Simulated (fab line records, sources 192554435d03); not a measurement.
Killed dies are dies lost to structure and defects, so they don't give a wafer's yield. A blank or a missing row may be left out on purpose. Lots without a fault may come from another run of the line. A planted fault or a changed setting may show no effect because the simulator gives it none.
Chamber matching | flow n5_finfet | N5_FIN_SAQP_PECVD_47 on pecvd-03: 3 sister chambers
The step deposits a-Si from SiH4/He, target thk 45 nm, time 36.3 s. 3 wafers are shown with their chamber, then 7 later ones without.

WAFERS WITH THEIR CHAMBER
wafer  | chamber | throttle_valve_pct (%)
L091.1 | 2       | 16.5
L091.5 | 0       | 17.4
L094.5 | 1       | 17.3

WAFERS WITHOUT THEIR CHAMBER
wafer  | throttle_valve_pct (%)
L094.6 | 16.6
L095.2 | 17.4
L095.3 | 17.7
L095.5 | 17.6
L096.1 | 16.6
L096.2 | 17.4
L096.5 | 17.8

WHICH CHAMBER EACH WENT THROUGH
wafer  | from the rows above     | in truth
L094.6 | 2                       | 2
L095.2 | can't be placed: 0 or 1 | 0
L095.3 | can't be placed: 0 or 1 | 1
L095.5 | can't be placed: 0 or 1 | 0
L096.1 | 2                       | 2
L096.2 | can't be placed: 0 or 1 | 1
L096.5 | can't be placed: 0 or 1 | 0
Placed correctly: 2 of 7. Can't be placed from these rows: 5 (the true chamber is among the candidates in 5). Placed wrongly: 0.
How it was worked out, from the rows above alone: a wafer's distance from a chamber is the root of the sum, over the readings, of the square of ((its reading less the chamber's mean) divided by the reading's scatter). The wafer belongs to the nearest chamber; if the next one is less than 2 further off, it can't be placed. A chamber's mean is the mean of its shown wafers. The scatter: with one shown wafer a chamber, the root of the mean of the squares of how far each hidden wafer lies from its nearest shown one.
